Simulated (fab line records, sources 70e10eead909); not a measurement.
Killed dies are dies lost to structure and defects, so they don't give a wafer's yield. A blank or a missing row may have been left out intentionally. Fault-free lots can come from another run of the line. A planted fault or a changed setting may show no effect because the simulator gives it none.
Check of tool commonality + flow nand harc + 30 wafers sampled across 10 lots

== WHY IT WAS OPENED ==
On 2 of the 10 lots, a flag is raised at NHARC_A_M1_THK_MEAS_24 on the reading thk nm. Wafers without a fault read 155.3 nm, standard deviation 1.7.
Rule: a lot is flagged when every wafer of it that has a number lies more than 4 standard deviations from that mean, or none has a number. The other lots count as sound.

| lot  | measured     | on            | thk nm (nm), wafer by wafer | flag    |
|------|--------------|---------------|-----------------------------|---------|
| L483 | day 18 01:38 | film metro-02 | 153.4 154.7 153.0           |         |
| L486 | day 18 16:47 | film metro-02 | 152.4 156.3 151.7           |         |
| L492 | day 20 05:21 | film metro-02 | 154.9 155.3 153.3           |         |
| L494 | day 20 20:43 | film metro-02 | 30.4 30.6 28.9              | FLAGGED |
| L496 | day 20 21:28 | film metro-01 | 30.3 30.7 28.9              | FLAGGED |
| L499 | day 22 08:35 | film metro-02 | 156.3 153.5 155.3           |         |
| L503 | day 22 13:17 | film metro-02 | 154.3 154.8 157.0           |         |
| L501 | day 23 14:20 | film metro-01 | 155.6 155.3 156.2           |         |
| L502 | day 23 21:24 | film metro-01 | 154.9 157.0 156.1           |         |
| L505 | day 23 22:41 | film metro-01 | 155.7 154.6 158.0           |         |
The numbers of the flagged lots are 30.0 nm on average: -125.3 nm against the usual, or -74 standard deviations.

== WHICH TOOL RAN EACH LOT ==
The record holds 4 process steps before the reading, out of a route of 1159 steps. Read each cell as the tool, then ch plus the chambers that the sampled wafers visited, then the start.
| lot  | flag    | NHARC_A_M1_ETCH_15                            | NHARC_A_M1_ETCH_28                            | NHARC_A_M1_ECD_22              | NHARC_A_M1_CMP_23             |
|------|---------|-----------------------------------------------|-----------------------------------------------|--------------------------------|-------------------------------|
| L483 |         | rie diel-02 ch 0,1, day 18 00:38 or earlier   | rie diel-02 ch 0,2, day 18 00:38 or earlier   | ecd cu-01 ch 0,1, day 18 00:38 | cmp-01 ch 0,2,3, day 18 01:20 |
| L486 |         | rie diel-02 ch 0,2, day 18 15:52 or earlier   | rie diel-09 ch 0,2,3, day 18 15:52 or earlier | ecd cu-01 ch 0,1, day 18 15:52 | cmp-04 ch 2,3, day 18 16:28   |
| L492 |         | rie diel-09 ch 1,2,3, day 20 04:19 or earlier | rie diel-02 ch 0,1,3, day 20 04:19 or earlier | ecd cu-02 ch 0,1, day 20 04:19 | cmp-04 ch 0,1,2, day 20 05:05 |
| L494 | FLAGGED | rie diel-02 ch 0,2,3, day 20 19:47 or earlier | rie diel-05 ch 0,3, day 20 19:47 or earlier   | ecd cu-01 ch 0,1, day 20 19:47 | cmp-03 ch 1,2,3, day 20 20:26 |
| L496 | FLAGGED | rie diel-05 ch 0,2,3, day 20 20:25 or earlier | rie diel-02 ch 1,2,3, day 20 20:25 or earlier | ecd cu-01 ch 0,1, day 20 20:25 | cmp-04 ch 0,2,3, day 20 21:13 |
| L499 |         | rie diel-09 ch 1,2,3, day 22 07:31 or earlier | rie diel-09 ch 2,3, day 22 07:31 or earlier   | ecd cu-01 ch 0,1, day 22 07:31 | cmp-03 ch 0,2,3, day 22 08:17 |
| L503 |         | rie diel-05 ch 1,2,3, day 22 12:13 or earlier | rie diel-09 ch 1,3, day 22 12:13 or earlier   | ecd cu-01 ch 0,1, day 22 12:13 | cmp-04 ch 0,1,2, day 22 12:58 |
| L501 |         | rie diel-09 ch 0,2, day 23 13:17 or earlier   | rie diel-05 ch 0,2, day 23 13:17 or earlier   | ecd cu-01 ch 0,1, day 23 13:17 | cmp-04 ch 0,3, day 23 14:02   |
| L502 |         | rie diel-02 ch 0,1,2, day 23 20:13 or earlier | rie diel-05 ch 0,1,3, day 23 20:13 or earlier | ecd cu-01 ch 0,1, day 23 20:13 | cmp-01 ch 0,3, day 23 21:05   |
| L505 |         | rie diel-09 ch 0,1,2, day 23 21:37 or earlier | rie diel-02 ch 2,3, day 23 21:37 or earlier   | ecd cu-01 ch 0,1, day 23 21:37 | cmp-04 ch 0,1,2, day 23 22:25 |
What these steps do:
- NHARC_A_M1_ETCH_15: etches the open film in C4F8/Ar, target depth 182.5 nm, time 91.2 s.
- NHARC_A_M1_ETCH_28: etches the open film in CF4/N2, target depth 30 nm, time 72.99 s.
- NHARC_A_M1_ECD_22: material Cu, target thk 400 nm.
- NHARC_A_M1_CMP_23: polishes, t overpolish 20 s, target thk 154.34 nm.
- NHARC_A_M1_THK_MEAS_24: measures by xrf.

== FLAGGED OVER TOTAL, TOOL BY TOOL (the gauges that took the reading come last) ==
| step                   | tool          | lots run | flagged | share of the flagged lots | sound lots run after its first flagged lot |
|------------------------|---------------|----------|---------|---------------------------|--------------------------------------------|
| NHARC_A_M1_ETCH_15     | rie diel-02   | 4        | 1       | some                      | 1 (L502)                                   |
| NHARC_A_M1_ETCH_15     | rie diel-05   | 2        | 1       | some                      | 1 (L503)                                   |
| NHARC_A_M1_ETCH_15     | rie diel-09   | 4        | 0       | none                      | -                                          |
| NHARC_A_M1_ETCH_28     | rie diel-02   | 4        | 1       | some                      | 1 (L505)                                   |
| NHARC_A_M1_ETCH_28     | rie diel-05   | 3        | 1       | some                      | 2 (L501,L502)                              |
| NHARC_A_M1_ETCH_28     | rie diel-09   | 3        | 0       | none                      | -                                          |
| NHARC_A_M1_ECD_22      | ecd cu-01     | 9        | 2       | all                       | 5 (L499,L503,L501,L502,L505)               |
| NHARC_A_M1_ECD_22      | ecd cu-02     | 1        | 0       | none                      | -                                          |
| NHARC_A_M1_CMP_23      | cmp-01        | 2        | 0       | none                      | -                                          |
| NHARC_A_M1_CMP_23      | cmp-03        | 2        | 1       | some                      | 1 (L499)                                   |
| NHARC_A_M1_CMP_23      | cmp-04        | 6        | 1       | some                      | 3 (L503,L501,L505)                         |
| NHARC_A_M1_THK_MEAS_24 | film metro-01 | 4        | 1       | some                      | 3 (L501,L502,L505)                         |
| NHARC_A_M1_THK_MEAS_24 | film metro-02 | 6        | 1       | some                      | 2 (L499,L503)                              |
NHARC_A_M1_ETCH_15 gives no start for some lots, so the hours and the order of its lots are those of NHARC_A_M1_ECD_22. NHARC_A_M1_ETCH_28 gives no start for some lots, so the hours and the order of its lots are those of NHARC_A_M1_ECD_22.

== WHAT THE TABLE ALLOWS ==
All flagged lots share 1 row of the table, namely ecd cu-01 at NHARC_A_M1_ECD_22.
- ecd cu-01 at NHARC_A_M1_ECD_22: 2 of its 9 lots flagged. Lots that were sound ran on it after the first flagged one (L499, L503, L501, L502, L505); a persistent fault on the entire tool would not allow that. On the flagged lots its readings are blank where sound lots have values: bath heat duty pct, bath temp c.
There is no row in the table that ran each flagged lot and no sound lot after the first.

== WHAT THE SIMULATOR HAD INSERTED ==
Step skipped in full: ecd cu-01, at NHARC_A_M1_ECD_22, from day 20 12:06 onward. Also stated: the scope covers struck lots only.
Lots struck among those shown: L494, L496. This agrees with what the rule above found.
